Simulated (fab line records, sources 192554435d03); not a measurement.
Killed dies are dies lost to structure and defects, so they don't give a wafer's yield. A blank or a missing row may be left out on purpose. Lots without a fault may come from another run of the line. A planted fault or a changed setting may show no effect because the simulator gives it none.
fab line records | flow n5_finfet
record lots=7 wafers=21
route steps=1938 shown MOL_CONTACT_COAG@520 BEOL_M0_SAQP@692 BEOL_M0_CUTY@713 BEOL_M1@770
start_h: hours from the record's first day to the start of the lot's first wafer shown | wait_h: hours since the lot's step before | " the same as in the row above | L1.1+2: a row that stands for several wafers | - no value, or no start given | * or withheld: withheld | < > ~ a bound
route shown NAME@n: a module of which the file shows steps, and the number in the route of the first | usual: mean/standard deviation of fault-free wafers | same: alike in all rows | chamber/n: place in a boat | sites: the reading at each site | _std_site: their standard deviation | _edge_site: outer sites' mean less inner sites' | radius_mm: how far each site lies from the wafer's centre | mask NAME#n: copy n | behind: the tool/chamber that last shaped the wafer | hold: why the lot was held/for how many hours/how that ended | device: the transistor (n, p or np) that didn't switch | end of line: the same wafers' tests at the end of the route | a step without rows: its recipe alone | killed: dies lost to structure and defects at the first sort, not the wafer's yield | map: a wafer's dies, x killed, . not, _ none there
set.NAME: the setting as run; set.NAME@STEP: as run at that earlier step | model.NAME: the simulator's own value behind a step, which no gauge read
lots whose settings were changed on purpose; a table a step, a row a wafer
## steps
# step N5_MOL_CONTACT_COAG_COAT_02
# recipe resist=CAR-EUV spin_rpm=1500 resist_thk_nm=30
# columns lot.wafer tool chamber start_h wait_h set.spin_rpm model.CAR-EUV_of_MOL_CONTACT_COAG_COAT_02.thk_nm
L074.1 litho_track-03 0 - - 1590 29
L074.2+6 " 0 " " 1500 30
L078.2+3+4 litho_track-04 0 - - 1635 28.6
L080.1 litho_track-05 0 - - 1500 30
L080.3+4 " 0 " " 1500 29.8
L081.2 litho_track-05 0 - - 1397 31
L081.4 " 0 " " 1500 30
L081.5 " 0 " " 1397 31.2
L089.1+2 litho_track-03 0 - - 1500 30.2
L089.3 " 0 " " 1654 28.6
L091.2 litho_track-03 0 - - 1500 30
L091.4 " 0 " " 1668 28.4
L091.5 " 0 " " 1668 28.6
L093.1 litho_track-04 0 - - 1370 31.4
L093.2+4 " 0 " " 1500 30
# step N5_MOL_CONTACT_COAG_EBR_04
# recipe solvent=PGMEA ebr_width_mm=1.5
# step N5_MOL_CONTACT_COAG_SOFTBAKE_03
# recipe temp_c=110 time_s=60 resist=CAR-EUV
# step N5_MOL_CONTACT_COAG_EXPOSE_05
# recipe mask_id=CA na=0.33 source_shape=annular sigma_inner=0.4 sigma_outer=0.8 polarization=unpolarized defocus_nm=0 dose_mj=38.25
# step N5_MOL_CONTACT_COAG_PEB_06
# recipe peb_temp_c=100 peb_time_s=60 resist=CAR-EUV
# step N5_MOL_CONTACT_COAG_DEVELOP_07
# recipe develop_time_s=30 developer=TMAH resist=CAR-EUV rinse_liquid=surfactant_rinse dry=air_spin dev_temp_c=23
# columns lot.wafer tool chamber start_h wait_h set.spin_rpm@MOL_CONTACT_COAG_COAT_02 model.CAR-EUV_of_MOL_CONTACT_COAG_COAT_02.thk_nm
L074.1 litho_track-04 0 - - 1590 28.6
L074.2 " 0 " " 1500 29.4
L074.6 " 0 " " 1500 29.6
L078.2+3+4 litho_track-04 0 - - 1635 28.2
L080.1 litho_track-04 0 - - 1500 29.6
L080.3+4 " 0 " " 1500 29.4
L081.2+5 litho_track-03 0 - - 1397 30.6
L081.4 " 0 " " 1500 29.6
L089.1+2 litho_track-03 0 - - 1500 29.6
L089.3 " 0 " " 1654 28.2
L091.2 litho_track-05 0 - - 1500 29.6
L091.4+5 " 0 " " 1668 28
L093.1 litho_track-04 0 - - 1370 30.8
L093.2 " 0 " " 1500 29.4
L093.4 " 0 " " 1500 29.6
# step N5_MOL_CONTACT_COAG_DESCUM_13
# recipe chemistry=O2 time_s=7 source_power_w=50 bias_power_w=20 pressure_mtorr=20 rf_frequency_hz=2.712e+07 temp_c=40 resist=CAR-EUV o2_flow_sccm=225
# step N5_MOL_CONTACT_COAG_ETCH_59
# recipe chemistry=N2/H2 target=underlayer target_depth_a=130 mask_material=CAR-EUV time_s=10.4 ion_energy_ev=200 pressure_mtorr=30 source_w=840 bias_w=150 n2_flow_sccm=200 h2_flow_sccm=200 ends=cleared
# columns lot.wafer tool chamber start_h wait_h set.spin_rpm@MOL_CONTACT_COAG_COAT_02 model.CAR-EUV_of_MOL_CONTACT_COAG_COAT_02.thk_nm
L074.1 rie_diel-04 1 93.19 0.0 1590 13.6
L074.2+6 " 3,0 " " 1500 14.6
L078.2+3 rie_diel-02 2,0 113.95 0.0 1635 13.4
L078.4 " 3 " " 1635 13.2
L080.1 rie_diel-02 3 126.00 0.0 1500 14.6
L080.3+4 " 0,2 " " 1500 14.4
L081.2 rie_diel-04 3 131.20 0.0 1397 15.6
L081.4 " 1 " " 1500 14.6
L081.5 " 1 " " 1397 15.8
L089.1+2 rie_diel-05 3,0 177.66 0.0 1500 14.8
L089.3 " 2 " " 1654 13.2
L091.2 rie_diel-02 0 194.94 0.0 1500 14.8
L091.4 " 3 " " 1668 13
L091.5 " 1 " " 1668 13.2
L093.1 rie_diel-02 2 201.30 0.0 1370 16
L093.2+4 " 0,3 " " 1500 14.6
# step N5_MOL_CONTACT_COAG_ETCH_105
# recipe chemistry=CF4 target=SiARC target_depth_a=156 mask_material=CAR-EUV time_s=26 ion_energy_ev=80 pressure_mtorr=40 source_w=545 bias_w=36 Ar_flow_sccm=100 cf4_flow_sccm=100 ends=cleared
# columns lot.wafer tool chamber start_h wait_h set.spin_rpm@MOL_CONTACT_COAG_COAT_104 model.etch.depth_nm
L074.1 rie_diel-04 1 93.21 0.0 1500 11.94
L074.2 " 3 " " 1500 11.95
L074.6 " 0 " " 1500 12.01
L078.2 rie_diel-02 2 113.97 0.0 1500 11.99
L078.3 " 0 " " 1500 11.95
L078.4 " 3 " " 1607 11.55
L080.1 rie_diel-02 3 126.02 0.0 1500 12.02
L080.3 " 0 " " 1500 12
L080.4 " 2 " " 1500 12.01
L081.2 rie_diel-04 3 131.22 0.0 1500 12
L081.4 " 1 " " 1500 12.01
L081.5 " 1 " " 1500 11.99
L089.1 rie_diel-05 3 177.68 0.0 1395 12.47
L089.2 " 0 " " 1500 12.04
L089.3 " 2 " " 1395 12.52
L091.2 rie_diel-02 0 194.95 0.0 1500 12.08
L091.4 " 3 " " 1500 12.04
L091.5 " 1 " " 1500 12
L093.1 rie_diel-02 2 201.32 0.0 1500 12.01
L093.2 " 0 " " 1500 11.99
L093.4 " 3 " " 1500 11.97
# step N5_MOL_CONTACT_COAG_ALD_27
# recipe material=SiOC target_thk_a=170 temp_c=400 ald_precursor_family=carbosiloxane ald_co_reactant=H2-plasma pulse_time_s=1.5 time_s=2720 purge_time_s=2 co_reactant_purge_time_s=2 ald_cycles=340 pressure_torr=2
# columns lot.wafer tool chamber start_h wait_h set.ald_cycles model.SiOC_of_MOL_CONTACT_COAG_ALD_27.thk_nm
L074.1 ald_sin-02 3 101.98 0.0 340 16.8
L074.2 " 2 " " 383 19.2
L074.6 " 3 " " 340 17
L078.2+4 ald_sin-01 3,2 119.57 0.2 388 19.4
L078.3 " 1 " " 340 17
L080.1+3+4 ald_sin-03 2,1,0 135.50 0.0 340 17
L081.2+4+5 ald_sin-01 2,1,0 142.31 0.0 340 17
L089.1 ald_sin-01 0 185.57 0.3 359 18
L089.2 " 3 " " 359 17.8
L089.3 " 2 " " 340 17
L091.2 ald_sin-03 3 201.58 0.7 322 16.2
L091.4 " 0 " " 340 16.8
L091.5 " 3 " " 340 17
L093.1 ald_sin-02 0 207.29 0.0 340 17.2
L093.2+4 " 3,2 " " 340 17
# step N5_MOL_CONTACT_COAG_COAT_76
# recipe resist=SiARC temp_c=220 time_s=60 spin_rpm=1500 resist_thk_nm=10
# columns lot.wafer tool chamber start_h wait_h set.spin_rpm model.SiARC_of_MOL_CONTACT_COAG_COAT_76.thk_nm
L074.1+2+6 litho_track-03 0 - - 1437 10.2
L078.2 litho_track-04 0 - - 1556 9.8
L078.3+4 " 0 " " 1500 10
L080.1+3+4 litho_track-05 0 - - 1500 10
L081.2 litho_track-03 0 - - 1424 10.2
L081.4+5 " 0 " " 1500 10
L089.1 litho_track-05 0 - - 1500 10
L089.2+3 " 0 " " 1581 9.8
L091.2+4 litho_track-03 0 - - 1389 10.4
L091.5 " 0 " " 1500 10
L093.1+2+4 litho_track-05 0 - - 1565 9.8
# step N5_MOL_CONTACT_COAG_COAT_77
# recipe resist=underlayer temp_c=205 time_s=60 spin_rpm=1500 resist_thk_nm=10
# step N5_MOL_CONTACT_COAG_COAT_78
# recipe resist=CAR-EUV spin_rpm=1500 resist_thk_nm=40
# step N5_MOL_CONTACT_COAG_DESCUM_88
# recipe chemistry=O2 time_s=7 source_power_w=50 bias_power_w=20 pressure_mtorr=20 rf_frequency_hz=2.712e+07 temp_c=40 resist=CAR-EUV o2_flow_sccm=225
# step N5_MOL_CONTACT_COAG_ETCH_89
# recipe chemistry=N2/H2 target=underlayer target_depth_a=130 mask_material=CAR-EUV time_s=10.4 ion_energy_ev=200 pressure_mtorr=30 source_w=840 bias_w=150 n2_flow_sccm=200 h2_flow_sccm=200 ends=cleared
# step N5_MOL_CONTACT_COAG_ETCH_90
# recipe chemistry=CF4 target=SiARC target_depth_a=130 mask_material=CAR-EUV time_s=21.7 ion_energy_ev=80 pressure_mtorr=40 source_w=545 bias_w=36 Ar_flow_sccm=100 cf4_flow_sccm=100 ends=cleared
# columns lot.wafer tool chamber start_h wait_h set.spin_rpm@MOL_CONTACT_COAG_COAT_76 model.etch.depth_nm
L074.1 rie_diel-02 1 104.92 0.0 1437 10.27
L074.2+6 " 0 " " 1437 10.25
L078.2 rie_diel-05 1 122.56 0.0 1556 9.788
L078.3 " 2 " " 1500 10
L078.4 " 2 " " 1500 9.964
L080.1 rie_diel-04 2 138.61 0.0 1500 9.977
L080.3 " 0 " " 1500 9.988
L080.4 " 3 " " 1500 9.95
L081.2 rie_diel-05 0 145.47 0.0 1424 10.3
L081.4 " 1 " " 1500 10.04
L081.5 " 3 " " 1500 10.01
L089.1 rie_diel-04 1 188.50 0.0 1500 9.98
L089.2 " 3 " " 1581 9.734
L089.3 " 0 " " 1581 9.749
L091.2 rie_diel-05 3 204.90 0.0 1389 10.38
L091.4 " 0 " " 1389 10.4
L091.5 " 1 " " 1500 9.984
L093.1 rie_diel-05 0 210.22 0.0 1565 9.749
L093.2 " 3 " " 1565 9.752
L093.4 " 1 " " 1565 9.764
# step N5_MOL_CONTACT_COAG_DESCUM_45
# recipe chemistry=O2 time_s=7 source_power_w=50 bias_power_w=20 pressure_mtorr=20 rf_frequency_hz=2.712e+07 temp_c=40 resist=CAR-EUV o2_flow_sccm=225
# columns lot.wafer tool chamber start_h wait_h set.time_s model.CAR-EUV_of_MOL_CONTACT_COAG_COAT_34.thk_nm
L074.1+2 rie_diel-02 2,3 106.11 0.0 8.555 35.2
L074.6 " 2 " " 7 36
L078.2 rie_diel-02 0 123.79 0.0 7 36
L078.3+4 " 2,3 " " 7 35.8
L080.1+3+4 rie_diel-04 1,3,2 140.05 0.0 7 36
L081.2+4 rie_diel-02 2,3 146.79 0.0 7 36
L081.5 " 3 " " 7 36.2
L089.1+2 rie_diel-05 2,0 191.64 0.1 7 36.2
L089.3 " 1 " " 7.925 35.8
L091.2+5 rie_diel-05 2 207.04 0.7 6.53 36.4
L091.4 " 3 " " 7 36.2
L093.1+4 rie_diel-04 2,3 211.42 0.0 7 36.2
L093.2 " 0 " " 7 36
# step N5_MOL_CONTACT_COAG_ETCH_65
# recipe chemistry=N2/H2 target=underlayer target_depth_a=130 mask_material=CAR-EUV time_s=10.4 ion_energy_ev=200 pressure_mtorr=30 source_w=840 bias_w=150 n2_flow_sccm=200 h2_flow_sccm=200 ends=cleared
# columns lot.wafer tool chamber start_h wait_h set.time_s@MOL_CONTACT_COAG_DESCUM_45 model.CAR-EUV_of_MOL_CONTACT_COAG_COAT_34.thk_nm
L074.1+2 rie_diel-02 2,3 106.14 0.0 8.555 23.8
L074.6 " 2 " " 7 24.6
L078.2 rie_diel-02 0 123.83 0.0 7 24.6
L078.3+4 " 2,3 " " 7 24.4
L080.1+3+4 rie_diel-04 1,3,2 140.09 0.0 7 24.4
L081.2+4+5 rie_diel-02 2,3,3 146.82 0.0 7 24.6
L089.1 rie_diel-05 2 191.68 0.0 7 24.6
L089.2 " 0 " " 7 24.8
L089.3 " 1 " " 7.925 24.2
L091.2 rie_diel-05 2 207.08 0.0 6.53 24.8
L091.4 " 3 " " 7 24.6
L091.5 " 2 " " 6.53 25
L093.1 rie_diel-04 2 211.45 0.0 7 24.8
L093.2+4 " 0,3 " " 7 24.6
# step N5_MOL_CONTACT_COAG_ETCH_66
# recipe chemistry=CF4 target=SiARC target_depth_a=130 mask_material=CAR-EUV time_s=21.7 ion_energy_ev=80 pressure_mtorr=40 source_w=545 bias_w=36 Ar_flow_sccm=100 cf4_flow_sccm=100 ends=cleared
# columns lot.wafer tool chamber start_h wait_h set.time_s@MOL_CONTACT_COAG_DESCUM_45 model.CAR-EUV_of_MOL_CONTACT_COAG_COAT_34.thk_nm
L074.1+2 rie_diel-02 2,3 106.16 0.0 8.555 16.2
L074.6 " 2 " " 7 17
L078.2 rie_diel-02 0 123.84 0.0 7 17
L078.3 " 2 " " 7 16.6
L078.4 " 3 " " 7 16.8
L080.1+3 rie_diel-04 1,3 140.11 0.0 7 16.8
L080.4 " 2 " " 7 16.6
L081.2+4+5 rie_diel-02 2,3,3 146.84 0.0 7 17
L089.1 rie_diel-05 2 191.70 0.0 7 17
L089.2 " 0 " " 7 17.2
L089.3 " 1 " " 7.925 16.6
L091.2+5 rie_diel-05 2 207.10 0.0 6.53 17.2
L091.4 " 3 " " 7 17
L093.1+4 rie_diel-04 2,3 211.47 0.0 7 17
L093.2 " 0 " " 7 16.8
# step N5_BEOL_M0_SAQP_DESCUM_45
# recipe chemistry=O2 time_s=7 source_power_w=50 bias_power_w=20 pressure_mtorr=20 rf_frequency_hz=2.712e+07 temp_c=40 resist=CAR-EUV o2_flow_sccm=225
# columns lot.wafer tool chamber start_h wait_h set.time_s model.CAR-EUV_of_BEOL_M0_SAQP_COAT_34.thk_nm
L074.1+2 rie_diel-06 2,3 117.65 0.0 7 26
L074.6 " 0 " " 5.681 26.8
L078.2+3+4 rie_diel-01 2,1,0 134.16 0.2 7 26.2
L080.1+3+4 rie_diel-01 0,3,2 152.74 0.0 7 26
L081.2+4+5 rie_diel-06 3,3,2 157.33 0.0 7 26
L089.1 rie_diel-06 1 203.02 0.0 7 25.8
L089.2 " 0 " " 7.912 25.6
L089.3 " 3 " " 7.912 25.8
L091.2+5 rie_diel-03 1,2 219.82 0.1 7.62 25.8
L091.4 " 2 " " 7 26.2
L093.1+4 rie_diel-06 1,0 224.72 0.0 8.281 25.4
L093.2 " 3 " " 7 26
# step N5_BEOL_M0_SAQP_ETCH_88
# recipe chemistry=N2/H2 target=underlayer target_depth_a=65 time_s=5.2 ion_energy_ev=200 mask_material=CAR-EUV pressure_mtorr=30 source_w=840 bias_w=150 n2_flow_sccm=200 h2_flow_sccm=200 ends=cleared
# usual rf_vpp_V=524.4/2.6
# columns lot.wafer tool chamber start_h wait_h set.source_w rf_vpp_V
L074.1 rie_diel-06 2 117.69 0.0 917.1 512.6
L074.2 " 3 " " 840 526.6
L074.6 " 0 " " 917.1 510.0
L078.2 rie_diel-01 2 134.20 0.0 898.7 515.2
L078.3 " 1 " " 898.7 508.3
L078.4 " 0 " " 840 522.7
L080.1 rie_diel-01 0 152.78 0.0 840 523.5
L080.3 " 3 " " 840 522.8
L080.4 " 2 " " 840 526.8
L081.2 rie_diel-06 3 157.36 0.0 892.8 512.0
L081.4 " 3 " " 840 523.4
L081.5 " 2 " " 892.8 517.2
L089.1 rie_diel-06 1 203.06 0.0 840 525.4
L089.2 " 0 " " 840 524.9
L089.3 " 3 " " 840 526.7
L091.2 rie_diel-03 1 219.86 0.0 840 520.6
L091.4 " 2 " " 840 525.4
L091.5 " 2 " " 840 526.1
L093.1 rie_diel-06 1 224.76 0.0 840 523.8
L093.2 " 3 " " 967 499.6
L093.4 " 0 " " 840 527.3
# step N5_BEOL_M0_CUTY_ETCH_63
# recipe chemistry=N2/H2 target=SOC target_depth_a=827 overetch_a=165 mask_material=SiARC temp_c=40 ion_energy_ev=200 time_s=124 pressure_mtorr=30 source_w=840 bias_w=150 n2_flow_sccm=200 h2_flow_sccm=200
# usual rf_vpp_V=524.0/2.9
# columns lot.wafer tool chamber start_h wait_h set.source_w rf_vpp_V
L074.1 rie_diel-04 3 119.12 0.0 840 525.1
L074.2 " 0 " " 886.3 512.7
L074.6 " 1 " " 840 526.9
L078.2 rie_diel-02 3 135.95 0.0 897.9 512.0
L078.3 " 1 " " 840 525.7
L078.4 " 2 " " 840 527.2
L080.1 rie_diel-02 2 154.22 0.0 840 528.4
L080.3 " 1 " " 840 526.8
L080.4 " 3 " " 840 521.8
L081.2 rie_diel-02 1 159.42 0.0 968.7 501.8
L081.4 " 2 " " 840 528.1
L081.5 " 2 " " 840 526.9
L089.1 rie_diel-05 2 204.44 0.0 840 524.8
L089.2 " 0 " " 743 544.8
L089.3 " 1 " " 840 518.7
L091.2 rie_diel-02 2 222.26 0.0 840 527.0
L091.4 " 1 " " 757.6 543.7
L091.5 " 2 " " 757.6 547.0
L093.1 rie_diel-05 3 226.22 0.0 979.9 497.4
L093.2 " 2 " " 840 524.9
L093.4 " 1 " " 840 519.6
# step N5_BEOL_M1_ETCH_64
# recipe chemistry=N2/H2 target=SOC target_depth_a=750 overetch_a=150 mask_material=SiARC temp_c=40 time_s=112.5 ion_energy_ev=200 pressure_mtorr=30 source_w=840 bias_w=150 n2_flow_sccm=200 h2_flow_sccm=200
# usual rf_vpp_V=523.8/2.4
# columns lot.wafer tool chamber start_h wait_h set.bias_w rf_vpp_V model.SiARC_of_BEOL_M1_COAT_62.thk_nm
L074.1 rie_diel-01 3 129.04 0.0 125.7 466.2 7.8
L074.2 " 0 " " 150 522.8 7
L074.6 " 3 " " 125.7 466.9 7.8
L078.2 rie_diel-01 2 149.08 0.0 150 525.9 7
L078.3 " 0 " " 165.4 557.2 6.2
L078.4 " 3 " " 165.4 555.5 6
L080.1 rie_diel-03 1 162.52 0.0 150 522.2 6.6
L080.3 " 0 " " 150 524.8 6.8
L080.4 " 3 " " 150 522.5 6.8
L081.2 rie_diel-03 1 169.10 0.0 150 522.0 6.6
L081.4 " 2 " " 150 525.0 6.8
L081.5 " 0 " " 173.7 574.9 5.8
L089.1 rie_diel-01 2 214.57 0.0 134.6 491.8 7.6
L089.2 " 0 " " 150 523.2 7
L089.3 " 3 " " 150 522.3 6.8
L091.2 rie_diel-03 1 232.55 0.0 150 522.5 6.6
L091.4 " 3 " " 150 521.4 6.8
L091.5 " 3 " " 166.6 557.1 6
L093.1 rie_diel-01 1 236.58 0.0 128.5 472.2 7.6
L093.2 " 0 " " 150 522.9 6.8
L093.4 " 3 " " 128.5 474.3 7.8
## key
split step=N5_MOL_CONTACT_COAG_COAT_02 setting=spin_rpm stated=1500 by=wafer
response step=N5_MOL_CONTACT_COAG_COAT_02 reading=model.CAR-EUV_of_MOL_CONTACT_COAG_COAT_02.thk_nm change=-0.151 per=1% r=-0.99
response step=N5_MOL_CONTACT_COAG_DEVELOP_07 reading=model.CAR-EUV_of_MOL_CONTACT_COAG_COAT_02.thk_nm change=-0.143 per=1% r=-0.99
response step=N5_MOL_CONTACT_COAG_ETCH_59 reading=model.CAR-EUV_of_MOL_CONTACT_COAG_COAT_02.thk_nm change=-0.157 per=1% r=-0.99
split step=N5_MOL_CONTACT_COAG_ALD_27 setting=ald_cycles stated=340 by=wafer
response step=N5_MOL_CONTACT_COAG_ALD_27 reading=model.SiOC_of_MOL_CONTACT_COAG_ALD_27.thk_nm change=+0.171 per=1% r=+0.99
split step=N5_MOL_CONTACT_COAG_COAT_76 setting=spin_rpm stated=1500 by=wafer
response step=N5_MOL_CONTACT_COAG_COAT_76 reading=model.SiARC_of_MOL_CONTACT_COAG_COAT_76.thk_nm change=-0.047 per=1% r=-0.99
response step=N5_MOL_CONTACT_COAG_ETCH_90 reading=model.etch.depth_nm change=-0.0517 per=1% r=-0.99
split step=N5_MOL_CONTACT_COAG_DESCUM_45 setting=time_s stated=7 by=wafer
response step=N5_MOL_CONTACT_COAG_DESCUM_45 reading=model.CAR-EUV_of_MOL_CONTACT_COAG_COAT_34.thk_nm change=-0.0342 per=1% r=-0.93
response step=N5_MOL_CONTACT_COAG_ETCH_65 reading=model.CAR-EUV_of_MOL_CONTACT_COAG_COAT_34.thk_nm change=-0.037 per=1% r=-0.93
response step=N5_MOL_CONTACT_COAG_ETCH_66 reading=model.CAR-EUV_of_MOL_CONTACT_COAG_COAT_34.thk_nm change=-0.0361 per=1% r=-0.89
split step=N5_BEOL_M0_SAQP_DESCUM_45 setting=time_s stated=7 by=wafer
response step=N5_BEOL_M0_SAQP_DESCUM_45 reading=model.CAR-EUV_of_BEOL_M0_SAQP_COAT_34.thk_nm change=-0.0329 per=1% r=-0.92
split step=N5_BEOL_M0_SAQP_ETCH_88 setting=source_w stated=840 by=wafer
response step=N5_BEOL_M0_SAQP_ETCH_88 reading=rf_vpp_V change=-1.66 per=1% r=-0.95
split step=N5_BEOL_M0_CUTY_ETCH_63 setting=source_w stated=840 by=wafer
response step=N5_BEOL_M0_CUTY_ETCH_63 reading=rf_vpp_V change=-1.74 per=1% r=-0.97
split step=N5_BEOL_M1_ETCH_64 setting=bias_w stated=150 by=wafer
response step=N5_BEOL_M1_ETCH_64 reading=rf_vpp_V change=+3.29 per=1% r=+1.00
response step=N5_BEOL_M1_ETCH_64 reading=model.SiARC_of_BEOL_M1_COAT_62.thk_nm change=-0.0611 per=1% r=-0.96
split outside_this_file step=N5_MOL_CONTACT_COAG_COAT_104 setting=spin_rpm
# split outside_this_file: this setting was split too, and the file shows its column; the key of that split is in another file
